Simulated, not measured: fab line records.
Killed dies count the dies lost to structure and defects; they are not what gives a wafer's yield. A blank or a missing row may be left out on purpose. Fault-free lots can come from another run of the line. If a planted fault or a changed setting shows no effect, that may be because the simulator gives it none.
fab line records -- flow n5-finfet
record lots=7, wafers=21
route steps=1938 shown BEOL_M7@1267 BEOL_M8@1335 BEOL_M9@1411
start-h: hours from the record's opening day to when the first of the lot's shown wafers began -- wait-h: hours elapsed since this lot's preceding step -- " repeats the value in the row above -- L1.1+2: several wafers, shown together as one row -- - value missing, or start not given -- * or withheld: withheld -- < > ~ a bound
route shown NAME@n: NAME is a module with steps in the file, n the number in the route of the first one -- usual: mean/standard deviation of fault-free wafers -- same: alike in all rows -- chamber/n: place in a boat -- sites: per-site readings -- _std_site: how widely they spread, as a standard deviation -- _edge_site: the outer-site mean with the inner-site mean subtracted -- radius-mm: how far each site lies from the wafer's centre -- mask NAME#n: copy n -- behind: the last tool/chamber to shape the wafer -- hold: cause of the lot's hold/its duration in hours/its outcome -- device: which transistor (n, p or np) failed to switch -- end of line: at the end of the route, the tests of the same wafers -- where a step has no rows: the recipe by itself -- killed: not the wafer's yield, but the dies lost to structure and defects at the first sort -- map: shows each die of a wafer: x if killed, . if not, _ if none is there
set.NAME: the run value of the setting; set.NAME@STEP: its run value at that earlier step -- model.NAME: the simulator's own value behind a step, which no gauge read
lots with deliberately changed settings; one table per step, one row per wafer
## steps
# step N5_BEOL_M7_HM_DEP_02
# recipe material=TiN, target-thk-a=200, temp-c=25, chamber-pressure-pa=0.49996
lot.wafer,tool,chamber,start-h,wait-h,set.target-thk-a,model.TiN_of_BEOL_M7_HM_DEP_02.thk-nm
L074.1+5,pvd-sputter-02,-,191.55,0.3,200,20
L074.4,pvd-sputter-02,-,191.55,0.3,183.9,18.4
L080.2,pvd-sputter-03,-,214.11,1.3,200,19.6
L080.4+5,pvd-sputter-03,-,214.11,1.3,200,20
L081.2,pvd-sputter-01,-,218.34,0.5,180.4,18
L081.5+6,pvd-sputter-01,-,218.34,0.5,200,20
L085.3,pvd-sputter-01,-,254.67,1.9,200,20.2
L085.4+6,pvd-sputter-01,-,254.67,1.9,200,20.4
L087.1+4,pvd-sputter-01,-,262.65,0.3,200,20.2
L087.2,pvd-sputter-01,-,262.65,0.3,200,20
L091.1,pvd-sputter-02,-,278.68,0.4,200,20.2
L091.2+6,pvd-sputter-02,-,278.68,0.4,180.9,18.2
L095.2+3+6,pvd-sputter-02,-,327.21,2.7,200,20
# step N5_BEOL_M7_COAT_59
# recipe resist=SOC, temp-c=250, time-s=60, spin-rpm=1500, resist-thk-nm=100
# step N5_BEOL_M7_COAT_60
# recipe resist=SiARC, temp-c=220, time-s=60, spin-rpm=1500, resist-thk-nm=35
# step N5_BEOL_M7_STRIP_68
# recipe chemistry=N2/H2, temp-c=40, n2-flow-sccm=200, h2-flow-sccm=200, rf-frequency-hz=6e+07
# step N5_BEOL_M7_STRIP_67
# recipe chemistry=CF4, resist=SiARC, power-w=300, bias-power-w=75, pressure-mtorr=50, cf4-flow-sccm=150, rf-frequency-hz=6e+07
# step N5_BEOL_M7_HM_OPEN_17
# recipe chemistry=Cl2/BCl3, target-depth-a=200, overetch-a=60, target=TiN, mask-material=SOC, ion-energy-ev=150, pressure-mtorr=10, icp-w=1000, bias-w=126, Cl2_flow_sccm=53.25, bcl3-flow-sccm=21.75, Ar_flow_sccm=25
lot.wafer,tool,chamber,start-h,wait-h,set.target-thk-a@BEOL_M7_HM_DEP_02,model.etch.depth-nm
L074.1,rie-metal-03,1,193.10,0.0,200,20.06
L074.4,rie-metal-03,1,193.10,0.0,183.9,18.42
L074.5,rie-metal-03,0,193.10,0.0,200,19.99
L080.2,rie-metal-03,1,214.99,0.0,200,19.63
L080.4,rie-metal-03,1,214.99,0.0,200,19.9
L080.5,rie-metal-03,1,214.99,0.0,200,19.97
L081.2,rie-metal-03,0,219.60,0.0,180.4,18.01
L081.5,rie-metal-03,1,219.60,0.0,200,19.9
L081.6,rie-metal-03,0,219.60,0.0,200,19.93
L085.3,rie-metal-03,0,255.58,0.1,200,20.26
L085.4,rie-metal-03,1,255.58,0.1,200,20.33
L085.6,rie-metal-03,0,255.58,0.1,200,20.32
L087.1,rie-metal-02,1,263.78,0.0,200,20.21
L087.2,rie-metal-02,0,263.78,0.0,200,20.06
L087.4,rie-metal-02,1,263.78,0.0,200,20.18
L091.1,rie-metal-02,1,279.71,0.0,200,20.13
L091.2,rie-metal-02,0,279.71,0.0,180.9,18.21
L091.6,rie-metal-02,1,279.71,0.0,180.9,18.12
L095.2,rie-metal-02,0,328.08,0.0,200,19.99
L095.3,rie-metal-02,0,328.08,0.0,200,20.08
L095.6,rie-metal-02,0,328.08,0.0,200,20.06
# step N5_BEOL_M7_STRIP_19
# recipe chemistry=O2, power-w=400, temp-c=40, pressure-mtorr=30, rf-frequency-hz=6e+07, bias-power-w=0, overash-fraction=0.2, o2-flow-sccm=225
# step N5_BEOL_M7_STRIP_76
# recipe chemistry=C4F6/O2, resist=SiARC, rf-frequency-hz=6e+07
# step N5_BEOL_M7_STRIP_36
# recipe chemistry=N2/H2, power-w=450, temp-c=40, pressure-mtorr=20, rf-frequency-hz=6e+07, overash-fraction=0.3, bias-power-w=7, h2-frac=0.5, n2-flow-sccm=200, h2-flow-sccm=200
# step N5_BEOL_M7_TRENCH_ETCH_37
# recipe chemistry=C4F6/O2, target-depth-a=934.78, target=SiCOH_lowk, time-s=31.2, ion-energy-ev=250, pressure-mtorr=30, source-w=345, bias-w=185, Ar_flow_sccm=300, C4F6_flow_sccm=10, O2_flow_sccm=10
lot.wafer,tool,chamber,start-h,wait-h,set.target-thk-a@BEOL_M7_HM_DEP_02,model.TiN_of_BEOL_M7_HM_DEP_02.thk-nm
L074.1+5,rie-diel-05,3,-,-,200,17.4
L074.4,rie-diel-05,1,-,-,183.9,15.8
L080.2,rie-diel-04,2,-,-,200,17
L080.4+5,rie-diel-04,"3,2",-,-,200,17.2
L081.2,rie-diel-04,1,-,-,180.4,15.4
L081.5,rie-diel-04,0,-,-,200,17.2
L081.6,rie-diel-04,3,-,-,200,17.4
L085.3+6,rie-diel-06,0,-,-,200,17.6
L085.4,rie-diel-06,2,-,-,200,17.8
L087.1+4,rie-diel-06,"2,1",-,-,200,17.6
L087.2,rie-diel-06,0,-,-,200,17.4
L091.1,rie-diel-06,1,-,-,200,17.6
L091.2+6,rie-diel-06,0,-,-,180.9,15.4
L095.2+3,rie-diel-06,"2,0",-,-,200,17.4
L095.6,rie-diel-06,0,-,-,200,17.2
# step N5_BEOL_M8_PECVD_70
# recipe material=SiO2, target-thk-a=200, temp-c=400, precursor=TEOS/O2, pressure-torr=5.5, rf-w=450, teos-flow-sccm=53.8, gas=O2, flow-sccm=3000, time-s=22.7
lot.wafer,tool,chamber,start-h,wait-h,set.time-s,model.SiO2_of_BEOL_M8_PECVD_70.thk-nm
L074.1,pecvd-03,1,199.42,0.0,24.1,21
L074.4,pecvd-03,0,199.42,0.0,24.1,21.8
L074.5,pecvd-03,1,199.42,0.0,22.7,20
L080.2,pecvd-03,1,220.80,0.0,23.78,21.2
L080.4,pecvd-03,0,220.80,0.0,22.7,20.2
L080.5,pecvd-03,2,220.80,0.0,23.78,21.6
L081.2,pecvd-03,0,224.01,0.0,22.7,19.8
L081.5,pecvd-03,1,224.01,0.0,22.7,20.2
L081.6,pecvd-03,2,224.01,0.0,22.7,20.4
L085.3,pecvd-03,1,261.25,0.0,22.7,19.8
L085.4,pecvd-03,0,261.25,0.0,25.82,23.2
L085.6,pecvd-03,1,261.25,0.0,22.7,20.2
L087.1+4,pecvd-04,2,270.78,0.0,22.7,19.8
L087.2,pecvd-04,0,270.78,0.0,22.7,19.4
L091.1,pecvd-02,0,284.47,0.0,20.55,18.2
L091.2,pecvd-02,1,284.47,0.0,22.7,20
L091.6,pecvd-02,0,284.47,0.0,20.55,18.4
L095.2,pecvd-02,1,334.47,0.0,23.67,20
L095.3,pecvd-02,0,334.47,0.0,22.7,19.2
L095.6,pecvd-02,2,334.47,0.0,23.67,21
# step N5_BEOL_M8_DEVELOP_10
# recipe develop-time-s=30, developer=TMAH, resist=CAR-ArF, rinse-liquid=diw, dry=air-spin, dev-temp-c=23
lot.wafer,tool,chamber,start-h,wait-h,set.develop-time-s
L074.1+5,litho-track-03,0,-,-,30
L074.4,litho-track-03,0,-,-,36.16
L080.2+5,litho-track-04,0,-,-,23.95
L080.4,litho-track-04,0,-,-,30
L081.2+5+6,litho-track-03,0,-,-,30
L085.3,litho-track-03,0,-,-,30
L085.4+6,litho-track-03,0,-,-,23.72
L087.1+2+4,litho-track-02,0,-,-,30
L091.1+2+6,litho-track-04,0,-,-,30
L095.2+3+6,litho-track-03,0,-,-,30
# step N5_BEOL_M8_STRIP_80
# recipe chemistry=N2/H2, time-s=10, power-w=450, temp-c=40, pressure-mtorr=20, rf-frequency-hz=6e+07, bias-power-w=7, n2-flow-sccm=200, h2-flow-sccm=200
# step N5_BEOL_M8_HM_STRIP_39
# recipe chemistry=peroxide-tin-strip, material=TiN, target-depth-a=250, temp-c=50, time-s=158
lot.wafer,tool,chamber,start-h,wait-h,set.time-s@BEOL_M8_PECVD_70,model.SiO2_of_BEOL_M8_PECVD_70.thk-nm
L074.1,wet-bench-01,2,202.52,0.0,24.1,20.8
L074.4,wet-bench-01,1,202.52,0.0,24.1,21.6
L074.5,wet-bench-01,3,202.52,0.0,22.7,19.8
L080.2,wet-bench-03,5,224.55,0.0,23.78,21
L080.4,wet-bench-03,2,224.55,0.0,22.7,20
L080.5,wet-bench-03,7,224.55,0.0,23.78,21.4
L081.2,wet-bench-04,5,227.72,0.0,22.7,19.8
L081.5,wet-bench-04,7,227.72,0.0,22.7,20
L081.6,wet-bench-04,3,227.72,0.0,22.7,20.2
L085.3,wet-bench-01,0,264.99,0.0,22.7,19.8
L085.4,wet-bench-01,1,264.99,0.0,25.82,23
L085.6,wet-bench-01,2,264.99,0.0,22.7,20.2
L087.1+4,wet-bench-01,"4,2",275.00,0.0,22.7,19.6
L087.2,wet-bench-01,3,275.00,0.0,22.7,19.2
L091.1,wet-bench-01,1,287.71,0.0,20.55,18
L091.2,wet-bench-01,0,287.71,0.0,22.7,19.8
L091.6,wet-bench-01,2,287.71,0.0,20.55,18.4
L095.2,wet-bench-03,5,338.17,0.0,23.67,19.8
L095.3,wet-bench-03,0,338.17,0.0,22.7,19.2
L095.6,wet-bench-03,2,338.17,0.0,23.67,20.8
# step N5_BEOL_M9_EXPOSE_08
# recipe mask-id=M9, na=1.35, source-shape=dipole, sigma-inner=0.411, sigma-outer=0.611, polarization=te, dose-mj=53.75
lot.wafer,tool,chamber,start-h,wait-h,mask,set.dose-mj
L074.1,arfi-scanner-01,0,207.64,-,M9#0,54.86
L074.4+5,arfi-scanner-01,0,207.64,-,M9#0,53.75
L080.2+4,arfi-scanner-01,0,228.51,-,M9#0,51.4
L080.5,arfi-scanner-01,0,228.51,-,M9#0,53.75
L081.2+5,arfi-scanner-01,0,232.02,-,M9#0,50.69
L081.6,arfi-scanner-01,0,232.02,-,M9#0,53.75
L085.3+4+6,arfi-scanner-03,0,270.87,-,M9#0,53.75
L087.1+2+4,arfi-scanner-01,0,278.94,-,M9#0,53.75
L091.1+2+6,arfi-scanner-01,0,292.39,-,M9#0,53.75
L095.2+6,arfi-scanner-01,0,342.18,-,M9#0,56.96
L095.3,arfi-scanner-01,0,342.18,-,M9#0,53.75
# step N5_BEOL_M9_PEB_09
# recipe peb-temp-c=withheld, peb-time-s=60, resist=CAR-ArF
# step N5_BEOL_M9_DEVELOP_10
# recipe develop-time-s=30, developer=TMAH, resist=CAR-ArF, rinse-liquid=diw, dry=air-spin, dev-temp-c=23
# step N5_BEOL_M9_CD_MEAS_11
# recipe target-cd-nm=64.1, landing-energy-ev=500, detector=se-inlens, polarity=opening
# usual cd-nm=64.2/0.45
lot.wafer,tool,chamber,start-h,wait-h,set.dose-mj@BEOL_M9_EXPOSE_08,cd-nm
L074.1,cd-sem-01,0,207.77,-,54.86,65.4
L074.4,cd-sem-01,0,207.77,-,53.75,64.6
L074.5,cd-sem-01,0,207.77,-,53.75,64.3
L080.2,cd-sem-03,0,228.63,-,51.4,61.4
L080.4,cd-sem-03,0,228.63,-,51.4,62.1
L080.5,cd-sem-03,0,228.63,-,53.75,64.1
L081.2,cd-sem-01,0,232.15,-,50.69,61.0
L081.5,cd-sem-01,0,232.15,-,50.69,61.1
L081.6,cd-sem-01,0,232.15,-,53.75,64.2
L085.3,cd-sem-02,0,270.99,-,53.75,64.7
L085.4,cd-sem-02,0,270.99,-,53.75,64.7
L085.6,cd-sem-02,0,270.99,-,53.75,64.6
L087.1,cd-sem-03,0,279.07,-,53.75,63.6
L087.2,cd-sem-03,0,279.07,-,53.75,64.3
L087.4,cd-sem-03,0,279.07,-,53.75,64.2
L091.1,cd-sem-02,0,292.52,-,53.75,64.6
L091.2,cd-sem-02,0,292.52,-,53.75,64.6
L091.6,cd-sem-02,0,292.52,-,53.75,64.6
L095.2,cd-sem-02,0,342.31,-,56.96,67.2
L095.3,cd-sem-02,0,342.31,-,53.75,64.5
L095.6,cd-sem-02,0,342.31,-,56.96,67.6
# step N5_BEOL_M9_DESCUM_16
# recipe chemistry=O2, time-s=7.9, source-power-w=50, bias-power-w=20, pressure-mtorr=20, rf-frequency-hz=2.712e+07, temp-c=40, resist=CAR-ArF, o2-flow-sccm=225
lot.wafer,tool,chamber,start-h,wait-h,set.time-s,model.CAR-ArF_of_BEOL_M9_COAT_05.thk-nm
L074.1,rie-diel-04,2,208.02,0.2,6.376,85
L074.4,rie-diel-04,3,208.02,0.2,7.9,84.2
L074.5,rie-diel-04,3,208.02,0.2,6.376,85.2
L080.2+4,rie-diel-04,"2,1",228.72,0.0,7.9,83.2
L080.5,rie-diel-04,1,228.72,0.0,9.045,82.2
L081.2+5+6,rie-diel-06,"0,3,0",232.69,0.5,7.9,83.4
L085.3+4,rie-diel-06,"1,3",271.08,0.0,7.9,83.2
L085.6,rie-diel-06,3,271.08,0.0,6.397,84.2
L087.1+4,rie-diel-06,"0,1",279.16,0.0,7.9,83.4
L087.2,rie-diel-06,3,279.16,0.0,7.9,83.6
L091.1,rie-diel-06,3,293.98,1.4,8.505,83.2
L091.2,rie-diel-06,1,293.98,1.4,7.9,83.2
L091.6,rie-diel-06,0,293.98,1.4,7.9,83.4
L095.2,rie-diel-06,3,342.40,0.0,7.9,83.4
L095.3,rie-diel-06,0,342.40,0.0,7.9,83.8
L095.6,rie-diel-06,1,342.40,0.0,7.16,84
# step N5_BEOL_M9_ETCH_61
# recipe chemistry=CF4, target=SiARC, target-depth-a=390, mask-material=CAR-ArF, time-s=65, ion-energy-ev=80, pressure-mtorr=40, source-w=545, bias-w=36, Ar_flow_sccm=100, cf4-flow-sccm=100, ends=cleared
lot.wafer,tool,chamber,start-h,wait-h,set.dose-mj@BEOL_M9_EXPOSE_08,set.time-s@BEOL_M9_DESCUM_16,model.BEOL_M9.cd-offset-nm,model.CAR-ArF_of_BEOL_M9_COAT_05.thk-nm
L074.1,rie-diel-04,2,208.05,0.0,54.86,6.376,1.2,57.2
L074.4,rie-diel-04,3,208.05,0.0,53.75,7.9,0.6,56.2
L074.5,rie-diel-04,3,208.05,0.0,53.75,6.376,0.2,57.2
L080.2,rie-diel-04,2,228.75,0.0,51.4,7.9,-2.8,55.2
L080.4,rie-diel-04,1,228.75,0.0,51.4,7.9,-2.2,55.2
L080.5,rie-diel-04,1,228.75,0.0,53.75,9.045,0.4,54.2
L081.2,rie-diel-06,0,232.73,0.0,50.69,7.9,-3,55.4
L081.5,rie-diel-06,3,232.73,0.0,50.69,7.9,-3.4,55.4
L081.6,rie-diel-06,0,232.73,0.0,53.75,7.9,0.4,55.4
L085.3,rie-diel-06,1,271.11,0.0,53.75,7.9,0.6,55.2
L085.4,rie-diel-06,3,271.11,0.0,53.75,7.9,0.4,55.2
L085.6,rie-diel-06,3,271.11,0.0,53.75,6.397,0.2,56.2
L087.1+4,rie-diel-06,"0,1",279.19,0.0,53.75,7.9,0,55.6
L087.2,rie-diel-06,3,279.19,0.0,53.75,7.9,0.2,55.8
L091.1,rie-diel-06,3,294.01,0.0,53.75,8.505,0.8,55.2
L091.2,rie-diel-06,1,294.01,0.0,53.75,7.9,0.8,55.2
L091.6,rie-diel-06,0,294.01,0.0,53.75,7.9,0.6,55.4
L095.2,rie-diel-06,3,342.43,0.0,56.96,7.9,3.6,55.6
L095.3,rie-diel-06,0,342.43,0.0,53.75,7.9,0.8,55.8
L095.6,rie-diel-06,1,342.43,0.0,56.96,7.16,3.6,56.2
# step N5_BEOL_M9_ETCH_62
# recipe chemistry=N2/H2, target=SOC, target-depth-a=1100, overetch-a=220, mask-material=SiARC, temp-c=40, time-s=165, ion-energy-ev=200, pressure-mtorr=30, source-w=840, bias-w=150, n2-flow-sccm=200, h2-flow-sccm=200
lot.wafer,tool,chamber,start-h,wait-h,set.dose-mj@BEOL_M9_EXPOSE_08,model.BEOL_M9.cd-offset-nm
L074.1,rie-diel-04,2,208.10,0.0,54.86,1
L074.4,rie-diel-04,3,208.10,0.0,53.75,0.6
L074.5,rie-diel-04,3,208.10,0.0,53.75,0.2
L080.2,rie-diel-04,2,228.80,0.0,51.4,-2.8
L080.4,rie-diel-04,1,228.80,0.0,51.4,-2.2
L080.5,rie-diel-04,1,228.80,0.0,53.75,0.2
L081.2,rie-diel-06,0,232.78,0.0,50.69,-2.8
L081.5,rie-diel-06,3,232.78,0.0,50.69,-3.4
L081.6,rie-diel-06,0,232.78,0.0,53.75,0.4
L085.3,rie-diel-06,1,271.16,0.0,53.75,0.8
L085.4,rie-diel-06,3,271.16,0.0,53.75,0.4
L085.6,rie-diel-06,3,271.16,0.0,53.75,0.2
L087.1+4,rie-diel-06,"0,1",279.24,0.0,53.75,-0.2
L087.2,rie-diel-06,3,279.24,0.0,53.75,0
L091.1,rie-diel-06,3,294.06,0.0,53.75,0.8
L091.2+6,rie-diel-06,"1,0",294.06,0.0,53.75,0.6
L095.2+6,rie-diel-06,"3,1",342.48,0.0,56.96,3.6
L095.3,rie-diel-06,0,342.48,0.0,53.75,0.8
# step N5_BEOL_M9_STRIP_68
# recipe chemistry=N2/H2, temp-c=40, n2-flow-sccm=200, h2-flow-sccm=200, rf-frequency-hz=6e+07
# step N5_BEOL_M9_STRIP_67
# recipe chemistry=CF4, resist=SiARC, power-w=300, bias-power-w=75, pressure-mtorr=50, cf4-flow-sccm=150, rf-frequency-hz=6e+07
# step N5_BEOL_M9_HM_OPEN_17
# recipe chemistry=Cl2/BCl3, target-depth-a=200, overetch-a=60, target=TiN, mask-material=SOC, ion-energy-ev=150, pressure-mtorr=10, icp-w=1000, bias-w=126, Cl2_flow_sccm=53.25, bcl3-flow-sccm=21.75, Ar_flow_sccm=25
lot.wafer,tool,chamber,start-h,wait-h,set.dose-mj@BEOL_M9_EXPOSE_08,model.BEOL_M9.cd-offset-nm
L074.1,rie-metal-01,0,208.29,0.0,54.86,1
L074.4,rie-metal-01,0,208.29,0.0,53.75,0.8
L074.5,rie-metal-01,0,208.29,0.0,53.75,0.2
L080.2,rie-metal-01,1,228.99,0.0,51.4,-2.8
L080.4,rie-metal-01,0,228.99,0.0,51.4,-2.2
L080.5,rie-metal-01,0,228.99,0.0,53.75,0
L081.2,rie-metal-02,1,232.96,0.0,50.69,-2.8
L081.5,rie-metal-02,0,232.96,0.0,50.69,-3.6
L081.6,rie-metal-02,1,232.96,0.0,53.75,0.4
L085.3,rie-metal-03,1,271.38,0.1,53.75,0.8
L085.4,rie-metal-03,0,271.38,0.1,53.75,0.4
L085.6,rie-metal-03,1,271.38,0.1,53.75,0.2
L087.1,rie-metal-03,0,279.43,0.0,53.75,-0.2
L087.2+4,rie-metal-03,"1,0",279.43,0.0,53.75,0
L091.1,rie-metal-02,1,294.25,0.0,53.75,0.8
L091.2+6,rie-metal-02,"0,1",294.25,0.0,53.75,0.6
L095.2+6,rie-metal-01,"0,1",342.67,0.0,56.96,3.6
L095.3,rie-metal-01,0,342.67,0.0,53.75,1
# step N5_BEOL_M9_STRIP_19
# recipe chemistry=O2, power-w=400, temp-c=40, pressure-mtorr=30, rf-frequency-hz=6e+07, bias-power-w=0, overash-fraction=0.2, o2-flow-sccm=225
# step N5_BEOL_M9_CD_MEAS_18
# recipe pitch-nm=140, target-cd-nm=70
# usual cd-nm=70.1/0.54
lot.wafer,tool,chamber,start-h,wait-h,set.dose-mj@BEOL_M9_EXPOSE_08,cd-nm
L074.1,cd-sem-02,-,208.47,0.0,54.86,71.2
L074.4,cd-sem-02,-,208.47,0.0,53.75,70.8
L074.5,cd-sem-02,-,208.47,0.0,53.75,70.4
L080.2,cd-sem-03,-,229.22,0.1,51.4,67.3
L080.4,cd-sem-03,-,229.22,0.1,51.4,67.5
L080.5,cd-sem-03,-,229.22,0.1,53.75,70.1
L081.2,cd-sem-02,-,233.19,0.1,50.69,67.1
L081.5,cd-sem-02,-,233.19,0.1,50.69,66.7
L081.6,cd-sem-02,-,233.19,0.1,53.75,70.8
L085.3,cd-sem-02,-,271.53,0.1,53.75,70.7
L085.4,cd-sem-02,-,271.53,0.1,53.75,70.1
L085.6,cd-sem-02,-,271.53,0.1,53.75,70.2
L087.1,cd-sem-02,-,279.65,0.0,53.75,69.9
L087.2,cd-sem-02,-,279.65,0.0,53.75,69.8
L087.4,cd-sem-02,-,279.65,0.0,53.75,69.9
L091.1,cd-sem-02,-,294.47,0.0,53.75,70.8
L091.2,cd-sem-02,-,294.47,0.0,53.75,70.2
L091.6,cd-sem-02,-,294.47,0.0,53.75,70.6
L095.2,cd-sem-03,-,342.85,0.1,56.96,73.3
L095.3,cd-sem-03,-,342.85,0.1,53.75,70.7
L095.6,cd-sem-03,-,342.85,0.1,56.96,73.9
# step N5_BEOL_M9_COAT_63
# recipe resist=SOC, temp-c=250, time-s=60, spin-rpm=1500, resist-thk-nm=60
# step N5_BEOL_M9_COAT_64
# recipe resist=SiARC, temp-c=220, time-s=60, spin-rpm=1500, resist-thk-nm=12
# step N5_BEOL_M9_PRECLEAN_42
# recipe chemistry=residue-remover, time-s=60, temp-c=40
# step N5_BEOL_M9_SRD_43
# recipe time-s=30, temp-c=23, rinse-liquid=diw, dry=ipa-marangoni
# step N5_BEOL_M9_CD_MEAS_35
# recipe target-cd-nm=70, target-cd-y-nm=40, polarity=opening
# usual cd-nm=70.1/0.51
lot.wafer,tool,chamber,start-h,wait-h,set.dose-mj@BEOL_M9_EXPOSE_08,cd-nm
L074.1,cd-sem-01,-,209.55,0.0,54.86,71.3
L074.4,cd-sem-01,-,209.55,0.0,53.75,70.9
L074.5,cd-sem-01,-,209.55,0.0,53.75,70.3
L080.2,cd-sem-01,-,233.76,0.0,51.4,67.1
L080.4,cd-sem-01,-,233.76,0.0,51.4,67.4
L080.5,cd-sem-01,-,233.76,0.0,53.75,69.9
L081.2,cd-sem-02,-,234.36,0.0,50.69,66.9
L081.5,cd-sem-02,-,234.36,0.0,50.69,66.5
L081.6,cd-sem-02,-,234.36,0.0,53.75,70.6
L085.3,cd-sem-03,-,273.15,0.0,53.75,70.4
L085.4,cd-sem-03,-,273.15,0.0,53.75,70.6
L085.6,cd-sem-03,-,273.15,0.0,53.75,70.3
L087.1,cd-sem-02,-,281.18,0.0,53.75,69.9
L087.2,cd-sem-02,-,281.18,0.0,53.75,69.9
L087.4,cd-sem-02,-,281.18,0.0,53.75,69.8
L091.1,cd-sem-03,-,296.65,0.0,53.75,70.5
L091.2,cd-sem-03,-,296.65,0.0,53.75,70.8
L091.6,cd-sem-03,-,296.65,0.0,53.75,70.2
L095.2,cd-sem-03,-,344.93,0.0,56.96,73.3
L095.3,cd-sem-03,-,344.93,0.0,53.75,71.1
L095.6,cd-sem-03,-,344.93,0.0,56.96,73.8
## key
split step=N5_BEOL_M7_HM_DEP_02, setting=target-thk-a, stated=200, by=wafer
response step=N5_BEOL_M7_HM_DEP_02, reading=model.TiN_of_BEOL_M7_HM_DEP_02.thk-nm, change=+0.205, per=1%, r=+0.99
response step=N5_BEOL_M7_HM_OPEN_17, reading=model.etch.depth-nm, change=+0.2, per=1%, r=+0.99
response step=N5_BEOL_M7_TRENCH_ETCH_37, reading=model.TiN_of_BEOL_M7_HM_DEP_02.thk-nm, change=+0.208, per=1%, r=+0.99
split step=N5_BEOL_M8_PECVD_70, setting=time-s, stated=22.7, by=wafer
response step=N5_BEOL_M8_PECVD_70, reading=model.SiO2_of_BEOL_M8_PECVD_70.thk-nm, change=+0.224, per=1%, r=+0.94
response step=N5_BEOL_M8_HM_STRIP_39, reading=model.SiO2_of_BEOL_M8_PECVD_70.thk-nm, change=+0.211, per=1%, r=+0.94
split step=N5_BEOL_M8_DEVELOP_10, setting=develop-time-s, stated=30, by=wafer
response none clear
split step=N5_BEOL_M9_EXPOSE_08, setting=dose-mj, stated=53.75, by=wafer
response step=N5_BEOL_M9_CD_MEAS_11, reading=cd-nm, change=+0.522, per=1%, r=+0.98
response step=N5_BEOL_M9_ETCH_61, reading=model.BEOL_M9.cd-offset-nm, change=+0.564, per=1%, r=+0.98
response step=N5_BEOL_M9_ETCH_62, reading=model.BEOL_M9.cd-offset-nm, change=+0.543, per=1%, r=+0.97
response step=N5_BEOL_M9_HM_OPEN_17, reading=model.BEOL_M9.cd-offset-nm, change=+0.525, per=1%, r=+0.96
response step=N5_BEOL_M9_CD_MEAS_18, reading=cd-nm, change=+0.576, per=1%, r=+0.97
response step=N5_BEOL_M9_CD_MEAS_35, reading=cd-nm, change=+0.548, per=1%, r=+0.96
split step=N5_BEOL_M9_DESCUM_16, setting=time-s, stated=7.9, by=wafer
response step=N5_BEOL_M9_DESCUM_16, reading=model.CAR-ArF_of_BEOL_M9_COAT_05.thk-nm, change=-0.0508, per=1%, r=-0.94
response step=N5_BEOL_M9_ETCH_61, reading=model.CAR-ArF_of_BEOL_M9_COAT_05.thk-nm, change=-0.0534, per=1%, r=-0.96
